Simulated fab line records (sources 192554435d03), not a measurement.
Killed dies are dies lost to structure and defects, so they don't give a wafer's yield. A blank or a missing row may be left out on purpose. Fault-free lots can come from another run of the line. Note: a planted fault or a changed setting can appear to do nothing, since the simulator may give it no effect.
fab line records	flow n5-finfet
record lots=7	wafers=39
route steps=1938 shown FIN_CUT@176 SD_EPI_N@288 HKMG_FIN@389 MOL_CONTACT_COAG@613 BEOL_M3@981 BEOL_M6@1260 BEOL_M9@1417
start-h: the number of hours between the record's first day and the start of the first shown wafer of the lot	wait-h: hours since the lot's step before	" unchanged from the row above	L1.1+2: a row that stands for several wafers	- value missing, or start not given	* or withheld: withheld	< > ~ a bound
route shown NAME@n: names a module that has steps shown in the file, with the first one's number in the route	usual: the fault-free wafers' mean and standard deviation	same: alike in all rows	chamber/n: place in a boat	sites: each site's reading	_std_site: their standard deviation	_edge_site: outer sites' mean less inner sites'	radius-mm: for every site, how far away it sits from the centre of the wafer	mask NAME#n: copy n	behind: the tool/chamber that last shaped the wafer	hold: why the lot was held/for how many hours/how that ended	device: the n, p or np transistor that did not switch	end of line: the same wafers' tests at the end of the route	for a step that has no rows: nothing shown but its recipe	killed: count of dies lost to structure and defects at first sort (not the wafer's yield)	map: a wafer's dies, marking killed ones x, the rest . and places with no die _
set.NAME: the setting that was run; set.NAME@STEP: the one run at that earlier step	model.NAME: the simulator's own value behind a step, which no gauge read
one table per step and one row per wafer, for lots whose settings were changed on purpose
## steps
# step N5_FIN_CUT_CUT_ETCH_15
# recipe chemistry=HBr/Cl2/O2	target=Si	target-depth-a=1000	bt-time-s=10	mask-material=SOC	time-s=42.4	ion-energy-ev=*	bias-w=*	pressure-mtorr=10	icp-w=800	HBr_flow_sccm=150	Cl2_flow_sccm=80	O2_flow_sccm=12
lot.wafer	tool	chamber	start-h	wait-h	set.time-s	model.FIN_CUT.feature-depth-nm	model.etch.depth-nm	model.SOC_of_FIN_CUT_COAT_18.thk-nm
L077.1	rie-si-01	1	47.63	0.1	42.4	99.2	99.24	169
L077.2	"	2	"	"	27.98	65.6	65.55	181.8
L077.3	"	3	"	"	42.4	98	97.91	170.6
L077.4	"	0	"	"	27.98	66.8	66.85	181.8
L077.5	"	2	"	"	42.4	98.8	98.78	170
L077.6	"	3	"	"	27.98	64.6	64.52	182.8
L084.1	rie-si-01	1	87.40	0.1	42.4	98.4	98.46	169.8
L084.2	"	0	"	"	28.13	66.8	66.73	181.6
L084.3	"	2	"	"	42.4	99.2	99.23	169.2
L084.4	"	3	"	"	42.4	99.4	99.5	169.6
L084.5	"	2	"	"	28.13	66.4	66.42	182
L084.6	"	3	"	"	28.13	65.6	65.59	182.4
L085.1	rie-si-02	2	96.17	0.1	42.4	99.2	99.1	169.8
L085.2	"	1	"	"	24.34	54.8	54.74	186.2
L085.3	"	3	"	"	42.4	102	102	169.2
L085.4	"	2	"	"	24.34	56.8	56.79	184.8
L085.5	"	3	"	"	24.34	59.2	59.1	184.8
L085.6	"	1	"	"	42.4	95.2	95.21	171.8
L088.1	rie-si-01	3	112.25	0.1	32.51	76.6	76.55	178.6
L088.2	"	0	"	"	42.4	100.6	100.6	169.4
L088.3	"	1	"	"	32.51	76.8	76.86	178.4
L088.4	"	2	"	"	42.4	100.2	100.2	169.4
L088.5	"	3	"	"	32.51	76.4	76.3	179.2
L088.6	"	2	"	"	42.4	99.6	99.5	169.6
L091.1	rie-si-01	3	129.64	0.1	42.4	99.2	99.27	169
L091.5	"	1	"	"	42.4	99.2	99.17	170
L091.6	"	0	"	"	42.4	99.6	99.5	169
L092.1	rie-si-02	0	136.68	0.1	42.4	101.2	101.2	169.4
L092.2	"	1	"	"	42.4	95.2	95.15	171.4
L092.3	"	2	"	"	42.4	98.4	98.46	170.4
L092.4	"	3	"	"	42.4	100.4	100.3	170.6
L092.5	"	1	"	"	42.4	95.2	95.13	171.2
L092.6	"	2	"	"	42.4	99.4	99.47	170
L093.1	rie-si-05	0	141.97	0.1	42.4	101.2	101.3	169.8
L093.2	"	1	"	"	35.41	80.8	80.9	177.2
L093.3	"	2	"	"	42.4	99	98.95	170.6
L093.4	"	3	"	"	42.4	100.6	100.7	169.6
L093.5	"	0	"	"	35.41	84.8	84.88	175.8
L093.6	"	1	"	"	35.41	81.2	81.29	176.6
# step N5_FIN_CUT_CUT_ETCH_28
# recipe chemistry=HBr/Cl2/O2	target=Si	target-depth-a=60	mask-material=SOC	time-s=2.4	ion-energy-ev=*	bias-w=*	pressure-mtorr=10	icp-w=800	HBr_flow_sccm=150	Cl2_flow_sccm=80	O2_flow_sccm=12
lot.wafer	tool	chamber	start-h	wait-h	set.time-s@FIN_CUT_CUT_ETCH_15	model.SOC_of_FIN_CUT_COAT_18.thk-nm
L077.1	rie-si-01	1	47.69	0.0	42.4	167.2
L077.2+4	"	2,0	"	"	27.98	180
L077.3	"	3	"	"	42.4	169
L077.5	"	2	"	"	42.4	168.4
L077.6	"	3	"	"	27.98	181.2
L084.1	rie-si-01	1	87.45	0.0	42.4	168.2
L084.2	"	0	"	"	28.13	179.8
L084.3	"	2	"	"	42.4	167.6
L084.4	"	3	"	"	42.4	167.8
L084.5	"	2	"	"	28.13	180.4
L084.6	"	3	"	"	28.13	180.6
L085.1	rie-si-02	2	96.23	0.0	42.4	168
L085.2	"	1	"	"	24.34	184.4
L085.3	"	3	"	"	42.4	167.4
L085.4	"	2	"	"	24.34	183.2
L085.5	"	3	"	"	24.34	183
L085.6	"	1	"	"	42.4	170.2
L088.1	rie-si-01	3	112.30	0.0	32.51	177
L088.2+4	"	0,2	"	"	42.4	167.6
L088.3	"	1	"	"	32.51	176.6
L088.5	"	3	"	"	32.51	177.6
L088.6	"	2	"	"	42.4	168
L091.1	rie-si-01	3	129.70	0.0	42.4	167.2
L091.5	"	1	"	"	42.4	168.2
L091.6	"	0	"	"	42.4	167.4
L092.1	rie-si-02	0	136.73	0.0	42.4	167.6
L092.2	"	1	"	"	42.4	169.8
L092.3	"	2	"	"	42.4	168.6
L092.4	"	3	"	"	42.4	168.8
L092.5	"	1	"	"	42.4	169.4
L092.6	"	2	"	"	42.4	168.2
L093.1+4	rie-si-05	0,3	142.02	0.0	42.4	168
L093.2	"	1	"	"	35.41	175.6
L093.3	"	2	"	"	42.4	168.8
L093.5	"	0	"	"	35.41	174
L093.6	"	1	"	"	35.41	174.8
# step N5_SD_EPI_N_EPI_21
# recipe material=Si:P	dopant=P	temp-c=680	pressure-torr=255	time-s=690
lot.wafer	tool	chamber	start-h	wait-h	set.epi-growth-time-s	model.Si-P_of_SD_EPI_N_EPI_21.thk-nm
L077.1	epi-rpcvd-01	0	70.36	0.1	371.8	34.4
L077.2	"	0	"	"	371.8	34
L077.3	"	0	"	"	690	59.4
L077.4	"	0	"	"	690	58.4
L077.5	"	0	"	"	371.8	34.2
L077.6	"	0	"	"	690	58.6
L084.1+5	epi-rpcvd-01	0	113.07	0.1	690	59.4
L084.2	"	0	"	"	473.4	43.8
L084.3	"	0	"	"	690	60.2
L084.4	"	0	"	"	473.4	43.6
L084.6	"	0	"	"	473.4	44.2
L085.1	epi-rpcvd-01	0	118.83	0.1	891.1	71.4
L085.2	"	0	"	"	690	59.6
L085.3+5	"	0	"	"	690	59.8
L085.4	"	0	"	"	891.1	72
L085.6	"	0	"	"	891.1	72.2
L088.1	epi-rpcvd-03	0	134.95	0.1	872.7	69.8
L088.2	"	0	"	"	690	59.6
L088.3	"	0	"	"	690	60.4
L088.4	"	0	"	"	690	59.8
L088.5	"	0	"	"	872.7	71.2
L088.6	"	0	"	"	872.7	70.2
L091.1	epi-rpcvd-03	0	152.56	0.1	690	60.4
L091.5+6	"	0	153.68	1.1	690	59.6
L092.1	epi-rpcvd-03	0	158.76	0.1	690	59.2
L092.2+4	"	0	"	"	690	59.6
L092.3+5	"	0	"	"	512.7	47.2
L092.6	"	0	"	"	512.7	46.8
L093.1+2+4+5	epi-rpcvd-03	0	163.94	0.1	690	59
L093.3	"	0	"	"	690	58.8
L093.6	"	0	"	"	690	59.6
# step N5_SD_EPI_N_EPI_MEAS_23
# recipe mode=xrd
# usual thk-nm=59.2/1.1
lot.wafer	tool	chamber	start-h	wait-h	set.epi-growth-time-s@SD_EPI_N_EPI_21	thk-nm
L077.1	film-metro-02	-	72.08	1.4	371.8	35.1
L077.2	"	-	"	"	371.8	34.1
L077.3	"	-	"	"	690	58.9
L077.4	"	-	"	"	690	57.0
L077.5	"	-	"	"	371.8	34.3
L077.6	"	-	"	"	690	58.8
L084.1	film-metro-02	-	114.79	1.4	690	59.8
L084.2	"	-	"	"	473.4	44.7
L084.3	"	-	"	"	690	59.3
L084.4	"	-	"	"	473.4	44.4
L084.5	"	-	"	"	690	60.4
L084.6	"	-	"	"	473.4	43.1
L085.1	film-metro-01	-	120.54	1.4	891.1	70.7
L085.2	"	-	"	"	690	59.7
L085.3	"	-	"	"	690	59.5
L085.4	"	-	"	"	891.1	70.4
L085.5	"	-	"	"	690	59.3
L085.6	"	-	"	"	891.1	72.5
L088.1	film-metro-02	-	136.67	1.4	872.7	69.4
L088.2	"	-	"	"	690	60.3
L088.3	"	-	"	"	690	58.5
L088.4	"	-	"	"	690	61.5
L088.5	"	-	"	"	872.7	73.3
L088.6	"	-	"	"	872.7	70.5
L091.1	film-metro-01	-	154.27	1.4	690	59.9
L091.5	"	-	"	"	690	59.6
L091.6	"	-	"	"	690	60.1
L092.1	film-metro-02	-	160.47	1.4	690	56.4
L092.2	"	-	"	"	690	60.0
L092.3	"	-	"	"	512.7	46.8
L092.4	"	-	"	"	690	58.7
L092.5	"	-	"	"	512.7	46.6
L092.6	"	-	"	"	512.7	47.4
L093.1	film-metro-02	-	165.66	1.4	690	60.6
L093.2	"	-	"	"	690	60.3
L093.3	"	-	"	"	690	57.9
L093.4	"	-	"	"	690	59.2
L093.5	"	-	"	"	690	59.0
L093.6	"	-	"	"	690	59.2
# step N5_HKMG_FIN_ALD_75
# recipe material=Al2O3	target-thk-a=10	temp-c=150	ald-precursor-family=TMA	ald-co-reactant=H2O	pulse-time-s=withheld	co-reactant-pulse-time-s=1
lot.wafer	tool	chamber	start-h	wait-h	set.target-thk-a	model.Al2O3_of_HKMG_FIN_ALD_75.thk-nm
L077.1+2+3+4+5+6	ald-hk-03	2,0,1,3,3,2	90.56	0.0	10	1
L084.1+4+6	ald-hk-03	2,1,0	133.39	0.0	10	1
L084.2+3+5	"	0,3,1	"	"	5.749	0.6
L085.1+4+5	ald-hk-01	3,2,2	138.43	0.0	8.078	0.8
L085.2+3+6	"	0,1,3	"	"	10	1
L088.1+4+6	ald-hk-03	2,0,3	154.19	0.0	10	1
L088.2+3+5	"	3,1,0	"	"	13.9	1.4
L091.1+5+6	ald-hk-01	2,0,1	171.63	0.0	10	1
L092.1+4+6	ald-hk-01	0,1,2	178.34	0.0	10	1
L092.2+3+5	"	2,3,3	"	"	13.22	1.4
L093.1+4+5	ald-hk-01	0,1,3	182.96	0.0	13.14	1.4
L093.2+3+6	"	3,2,2	"	"	10	1
# step N5_HKMG_FIN_COAT_41
# recipe resist=SOC	temp-c=250	time-s=60	spin-rpm=1500	resist-thk-nm=300
# step N5_HKMG_FIN_COAT_42
# recipe resist=SiARC	temp-c=220	time-s=60	spin-rpm=1500	resist-thk-nm=35
# step N5_HKMG_FIN_WET_ETCH_76
# recipe chemistry=dNH4OH	mix=1:50	temp-c=25	target=Al2O3	stop-on=La2O3	target-depth-nm=2.25	dry=ipa-marangoni	rinse-time-s=30	rinse-temp-c=23
# step N5_HKMG_FIN_STRIP_60
# recipe chemistry=N2/H2	power-w=2500	temp-c=300	h2-frac=0.65	time-s=360	pressure-mtorr=withheld	n2-flow-sccm=1750	h2-flow-sccm=3250
# step N5_HKMG_FIN_WET_ETCH_77
# recipe chemistry=dHCl	mix=1:10000	temp-c=25	target=La2O3	stop-on=HfO2	target-depth-nm=2
lot.wafer	tool	chamber	start-h	wait-h	set.target-thk-a@HKMG_FIN_ALD_75	model.Al2O3_of_HKMG_FIN_ALD_75.thk-nm
L077.1+2+3+4+5+6	wet-bench-04	1,4,2,5,6,3	92.47	0.4	10	1
L084.1+4+6	wet-bench-03	1,6,7	135.21	0.3	10	1
L084.2+3+5	"	2,3,0	"	"	5.749	0.6
L085.1+4+5	wet-bench-03	4,2,7	140.24	0.3	8.078	0.8
L085.2+3+6	"	1,0,3	"	"	10	1
L088.1+4+6	wet-bench-06	2,3,7	156.37	0.3	10	1
L088.2+3+5	"	4,1,0	"	"	13.9	1.4
L091.1+5+6	wet-bench-06	4,2,6	173.46	0.3	10	1
L092.1+4+6	wet-bench-06	2,6,7	180.22	0.3	10	1
L092.2+5	"	3,5	"	"	13.22	1.4
L092.3	"	4	"	"	13.22	1.2
L093.1+5	wet-bench-06	5,1	184.73	0.3	13.14	1.2
L093.2+3+6	"	6,7,0	"	"	10	1
L093.4	"	4	"	"	13.14	1.4
# step N5_MOL_CONTACT_COAG_ETCHBACK_136
# recipe chemistry=CHF3	target=SiO2	target-depth-a=250	time-s=16.7	ion-energy-ev=200	pressure-mtorr=30	source-w=610	bias-w=170	Ar_flow_sccm=200	CHF3_flow_sccm=50
lot.wafer	tool	chamber	start-h	wait-h	set.target-depth-a	model.SOC_of_MOL_CONTACT_COAG_COAT_62.thk-nm
L077.1+5	rie-diel-01	3,0	120.43	0.0	250	57
L077.2	"	2	"	"	250	57.4
L077.3	"	0	"	"	250	56.8
L077.4+6	"	1	"	"	250	57.2
L084.1	rie-diel-06	2	161.08	0.0	293.9	56.2
L084.2+4	"	1,3	"	"	293.9	56.6
L084.3+6	"	3,2	"	"	250	57
L084.5	"	1	"	"	250	57.2
L085.1	rie-diel-01	2	169.91	0.0	104.3	58.8
L085.2+5+6	"	3,2,3	"	"	250	57.2
L085.3+4	"	0,1	"	"	104.3	58.6
L088.1+4+5	rie-diel-04	2,3,2	185.24	0.0	167	58
L088.2	"	0	"	"	250	56.8
L088.3+6	"	1,3	"	"	250	57.4
L091.1+5	rie-diel-06	3	200.26	0.0	250	57
L091.6	"	0	"	"	250	57.2
L092.1+6	rie-diel-06	2	205.70	0.0	199.4	57.4
L092.2+4+5	"	3,3,0	"	"	250	57.2
L092.3	"	0	"	"	199.4	57.6
L093.1+3+5	rie-diel-06	0,3,2	213.70	0.0	250	57.2
L093.2	"	2	"	"	314.8	56.4
L093.4+6	"	0,3	"	"	314.8	56.6
# step N5_MOL_CONTACT_COAG_STRIP_120
# recipe chemistry=CHF3	resist=SiARC	rf-frequency-hz=6e+07
# step N5_MOL_CONTACT_COAG_VIA_ETCH_117
# recipe chemistry=C4F6/O2	target-depth-a=400	overetch-a=80	mask-material=SOC	target=SiO2	bias-w=455	pressure-mtorr=10	time-s=26	source-w=325	Ar_flow_sccm=300	C4F6_flow_sccm=10	O2_flow_sccm=10	ion-energy-ev=575.3	ends=end-point
lot.wafer	tool	chamber	start-h	wait-h	set.target-depth-a@MOL_CONTACT_COAG_ETCHBACK_136	model.etch.depth-nm	model.MOL_CONTACT_COAG.feature-depth-nm
L077.1	rie-diel-01	3	120.47	0.0	250	39.64	39.6
L077.2	"	2	"	"	250	40.74	40.8
L077.3	"	0	"	"	250	39.49	39.4
L077.4	"	1	"	"	250	40.23	40.2
L077.5	"	0	"	"	250	39.29	39.2
L077.6	"	1	"	"	250	40.31	40.4
L084.1	rie-diel-06	2	161.12	0.0	293.9	34.21	34.2
L084.2	"	1	"	"	293.9	35.49	35.4
L084.3	"	3	"	"	250	40.5	40.4
L084.4	"	3	"	"	293.9	35.88	35.8
L084.5	"	1	"	"	250	39.78	39.8
L084.6	"	2	"	"	250	38.73	38.8
L085.1	rie-diel-01	2	169.94	0.0	104.3	45.97	46
L085.2+6	"	3	"	"	250	39.85	39.8
L085.3	"	0	"	"	104.3	49.03	49
L085.4	"	1	"	"	104.3	47.87	47.8
L085.5	"	2	"	"	250	40.57	40.6
L088.1	rie-diel-04	2	185.27	0.0	167	48.14	48.2
L088.2	"	0	"	"	250	39.41	39.4
L088.3	"	1	"	"	250	41.04	41
L088.4	"	3	"	"	167	46.95	47
L088.5	"	2	"	"	167	47.97	48
L088.6	"	3	"	"	250	40.41	40.4
L091.1	rie-diel-06	3	200.29	0.0	250	40.11	40.2
L091.5	"	3	"	"	250	40.06	40
L091.6	"	0	"	"	250	39.95	40
L092.1	rie-diel-06	2	205.74	0.0	199.4	43.93	44
L092.2	"	3	"	"	250	39.97	40
L092.3	"	0	"	"	199.4	45.24	45.2
L092.4	"	3	"	"	250	39.74	39.8
L092.5	"	0	"	"	250	40.07	40
L092.6	"	2	"	"	199.4	44.07	44
L093.1	rie-diel-06	0	213.73	0.0	250	40.41	40.4
L093.2	"	2	"	"	314.8	32.15	32.2
L093.3	"	3	"	"	250	40.11	40.2
L093.4	"	0	"	"	314.8	34.14	34.2
L093.5	"	2	"	"	250	38.9	39
L093.6	"	3	"	"	314.8	33.65	33.6
# step N5_BEOL_M3_ETCH_41
# recipe chemistry=CH3F/O2	target=SiCN	target-depth-a=299	taper-deg=2	time-s=52.5	ion-energy-ev=120	mask-material=TiN	pressure-mtorr=30	source-w=395	bias-w=75	Ar_flow_sccm=150	CH3F_flow_sccm=30	O2_flow_sccm=20
lot.wafer	tool	chamber	start-h	wait-h	set.target-depth-a	model.etch.depth-nm
L077.1	rie-diel-02	0	-	-	299	20.46
L077.2	"	1	"	"	134.3	9.087
L077.3	"	2	"	"	299	19.4
L077.4	"	3	"	"	299	19.85
L077.5	"	3	"	"	134.3	9.039
L077.6	"	2	"	"	134.3	8.741
L084.1	rie-diel-02	0	-	-	299	20.86
L084.2	"	2	"	"	299	19.58
L084.3	"	3	"	"	299	20.01
L084.4	"	1	"	"	299	20
L084.5	"	3	"	"	299	20.16
L084.6	"	0	"	"	299	20.74
L085.1	rie-diel-02	2	-	-	299	19.43
L085.2	"	3	"	"	299	19.88
L085.3	"	1	"	"	299	19.91
L085.4	"	0	"	"	299	20.69
L085.5	"	3	"	"	299	19.99
L085.6	"	2	"	"	299	19.58
L088.1	rie-diel-03	0	-	-	438.2	29.13
L088.2	"	3	"	"	299	19.87
L088.3	"	1	"	"	438.2	29.65
L088.4	"	2	"	"	299	19.26
L088.5	"	1	"	"	299	20.35
L088.6	"	0	"	"	438.2	29.24
L092.1	rie-diel-03	2	-	-	299	19.7
L092.2	"	3	"	"	299	20.19
L092.3	"	1	"	"	242	16.8
L092.4	"	0	"	"	299	20.16
L092.5	"	3	"	"	242	16.4
L092.6	"	2	"	"	242	15.77
L091.1	rie-diel-03	3	-	-	299	20.14
L091.5	"	0	"	"	299	20.09
L091.6	"	1	"	"	299	20.57
L093.1	rie-diel-03	0	-	-	299	20.32
L093.2	"	1	"	"	299	20.69
L093.3	"	3	"	"	162.7	10.9
L093.4	"	0	"	"	299	20.24
L093.5	"	1	"	"	162.7	11.24
L093.6	"	3	"	"	162.7	11.02
# step N5_BEOL_M6_DEP_56
# recipe material=SiCN	target-thk-a=100	temp-c=withheld	precursor=3MS/NH3	pressure-torr=3	rf-w=202	time-s=17.5
lot.wafer	tool	chamber	start-h	wait-h	set.time-s	model.SiCN_of_BEOL_M6_DEP_56.thk-nm
L077.1	pecvd-01	0	217.06	0.0	13.92	7.8
L077.2	"	1	"	"	17.5	10
L077.3+4	"	2	"	"	17.5	10.2
L077.5+6	"	0,1	"	"	13.92	8
L085.1+6	pecvd-04	0	250.99	0.0	17.5	9.8
L085.2+3+4	"	2,1,1	"	"	17.5	10
L085.5	"	2	"	"	17.5	10.2
L084.1+6	pecvd-04	2,1	251.20	0.0	10.71	6.4
L084.2	"	1	"	"	17.5	10.2
L084.3	"	0	"	"	17.5	10
L084.4	"	0	"	"	10.71	6.2
L084.5	"	2	"	"	17.5	10.4
L088.1+3	pecvd-04	1,0	265.21	0.0	17.5	10.2
L088.2+4+6	"	2,2,1	"	"	23.31	13.6
L088.5	"	0	"	"	17.5	10.4
L092.1	pecvd-01	0	283.65	0.0	17.5	9.8
L092.2+3+5	"	2,1,1	"	"	12.53	7.4
L092.4	"	0	"	"	17.5	10.2
L092.6	"	2	"	"	17.5	10.4
L091.1	pecvd-04	0	291.75	0.0	17.5	10
L091.5	"	0	"	"	17.5	10.2
L091.6	"	2	"	"	17.5	10.4
L093.1	pecvd-02	0	306.34	0.0	14.25	7.6
L093.2	"	1	"	"	14.25	8
L093.3+4	"	2	"	"	17.5	10
L093.5	"	1	"	"	14.25	8.2
L093.6	"	0	"	"	17.5	9.6
# step N5_BEOL_M9_DESCUM_16
# recipe chemistry=O2	time-s=7.9	source-power-w=50	bias-power-w=20	pressure-mtorr=20	rf-frequency-hz=2.712e+07	temp-c=40	resist=CAR-ArF	o2-flow-sccm=225
lot.wafer	tool	chamber	start-h	wait-h	set.time-s	model.CAR-ArF_of_BEOL_M9_COAT_05.thk-nm
L077.1	rie-diel-05	2	239.70	0.0	6.304	84
L077.2	"	0	"	"	6.304	84.2
L077.3	"	3	"	"	7.9	83.2
L077.4+6	"	1,2	"	"	7.9	83
L077.5	"	1	"	"	6.304	83.8
L085.1+2+4+5+6	rie-diel-03	1,3,3,1,0	271.21	0.0	7.9	83.2
L085.3	"	0	"	"	7.9	83.4
L084.1	rie-diel-05	2	275.67	0.0	7.9	83.2
L084.2+4	"	3,1	"	"	7.9	83.6
L084.3+6	"	1,3	"	"	6.025	84.2
L084.5	"	2	"	"	6.025	84.4
L088.1+3+5	rie-diel-03	1,3,0	291.14	0.9	7.9	83.6
L088.2	"	2	"	"	7.9	83.8
L088.4+6	"	0,3	"	"	7.9	83.4
L092.1	rie-diel-02	1	306.55	0.6	7.9	83.2
L092.2	"	0	"	"	4.775	85.2
L092.3	"	2	"	"	7.9	83.4
L092.4+6	"	3,2	"	"	4.775	85.4
L092.5	"	3	"	"	7.9	83.6
L091.1+5+6	rie-diel-02	3,2,1	309.38	0.0	7.9	83.8
L093.1+4	rie-diel-03	1,2	331.19	0.0	7.9	83.6
L093.2	"	2	"	"	12.23	81
L093.3+5	"	0,1	"	"	12.23	81.2
L093.6	"	0	"	"	7.9	83.4
# step N5_BEOL_M9_ETCH_61
# recipe chemistry=CF4	target=SiARC	target-depth-a=390	mask-material=CAR-ArF	time-s=65	ion-energy-ev=80	pressure-mtorr=40	source-w=545	bias-w=36	Ar_flow_sccm=100	cf4-flow-sccm=100	ends=cleared
lot.wafer	tool	chamber	start-h	wait-h	set.time-s@BEOL_M9_DESCUM_16	model.CAR-ArF_of_BEOL_M9_COAT_05.thk-nm
L077.1	rie-diel-05	2	239.73	0.0	6.304	55.8
L077.2	"	0	"	"	6.304	56.2
L077.3	"	3	"	"	7.9	55.4
L077.4+6	"	1,2	"	"	7.9	55
L077.5	"	1	"	"	6.304	56
L085.1+5	rie-diel-03	1	271.25	0.0	7.9	55.4
L085.2+3+4+6	"	3,0,3,0	"	"	7.9	55.2
L084.1	rie-diel-05	2	275.70	0.0	7.9	55.4
L084.2	"	3	"	"	7.9	55.8
L084.3	"	1	"	"	6.025	56.4
L084.4	"	1	"	"	7.9	55.6
L084.5	"	2	"	"	6.025	56.6
L084.6	"	3	"	"	6.025	56.2
L088.1+2+5	rie-diel-03	1,2,0	291.17	0.0	7.9	55.6
L088.3+6	"	3	"	"	7.9	55.4
L088.4	"	0	"	"	7.9	55.2
L092.1	rie-diel-02	1	306.59	0.0	7.9	55.4
L092.2+6	"	0,2	"	"	4.775	57.4
L092.3	"	2	"	"	7.9	55.6
L092.4	"	3	"	"	4.775	57.6
L092.5	"	3	"	"	7.9	55.8
L091.1+5+6	rie-diel-02	3,2,1	309.42	0.0	7.9	55.8
L093.1	rie-diel-03	1	331.23	0.0	7.9	55.8
L093.2	"	2	"	"	12.23	53
L093.3+5	"	0,1	"	"	12.23	53.2
L093.4+6	"	2,0	"	"	7.9	55.6
## key
split step=N5_FIN_CUT_CUT_ETCH_15	setting=time-s	stated=42.4	by=wafer
response step=N5_FIN_CUT_CUT_ETCH_15	reading=model.FIN_CUT.feature-depth-nm	change=+0.986	per=1%	r=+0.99
response step=N5_FIN_CUT_CUT_ETCH_15	reading=model.etch.depth-nm	change=+0.987	per=1%	r=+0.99
response step=N5_FIN_CUT_CUT_ETCH_15	reading=model.SOC_of_FIN_CUT_COAT_18.thk-nm	change=-0.366	per=1%	r=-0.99
response step=N5_FIN_CUT_CUT_ETCH_28	reading=model.SOC_of_FIN_CUT_COAT_18.thk-nm	change=-0.365	per=1%	r=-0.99
split step=N5_SD_EPI_N_EPI_21	setting=epi-growth-time-s	stated=690	by=wafer
response step=N5_SD_EPI_N_EPI_21	reading=model.Si-P_of_SD_EPI_N_EPI_21.thk-nm	change=+0.485	per=1%	r=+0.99
response step=N5_SD_EPI_N_EPI_MEAS_23	reading=thk-nm	change=*	per=1%	r=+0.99
split step=N5_HKMG_FIN_ALD_75	setting=target-thk-a	stated=10	by=wafer
response step=N5_HKMG_FIN_ALD_75	reading=model.Al2O3_of_HKMG_FIN_ALD_75.thk-nm	change=+0.0108	per=1%	r=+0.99
response step=N5_HKMG_FIN_WET_ETCH_77	reading=model.Al2O3_of_HKMG_FIN_ALD_75.thk-nm	change=+0.00971	per=1%	r=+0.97
split step=N5_MOL_CONTACT_COAG_ETCHBACK_136	setting=target-depth-a	stated=250	by=wafer
response step=N5_MOL_CONTACT_COAG_ETCHBACK_136	reading=model.SOC_of_MOL_CONTACT_COAG_COAT_62.thk-nm	change=-0.0247	per=1%	r=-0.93
response step=N5_MOL_CONTACT_COAG_VIA_ETCH_117	reading=model.etch.depth-nm	change=-0.174	per=1%	r=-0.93
response step=N5_MOL_CONTACT_COAG_VIA_ETCH_117	reading=model.MOL_CONTACT_COAG.feature-depth-nm	change=-0.174	per=1%	r=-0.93
split step=N5_BEOL_M3_ETCH_41	setting=target-depth-a	stated=299	by=wafer
response step=N5_BEOL_M3_ETCH_41	reading=model.etch.depth-nm	change=+0.202	per=1%	r=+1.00
split step=N5_BEOL_M6_DEP_56	setting=time-s	stated=17.5	by=wafer
response step=N5_BEOL_M6_DEP_56	reading=model.SiCN_of_BEOL_M6_DEP_56.thk-nm	change=+0.1	per=1%	r=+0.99
split step=N5_BEOL_M9_DESCUM_16	setting=time-s	stated=7.9	by=wafer
response step=N5_BEOL_M9_DESCUM_16	reading=model.CAR-ArF_of_BEOL_M9_COAT_05.thk-nm	change=-0.0444	per=1%	r=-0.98
response step=N5_BEOL_M9_ETCH_61	reading=model.CAR-ArF_of_BEOL_M9_COAT_05.thk-nm	change=-0.045	per=1%	r=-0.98
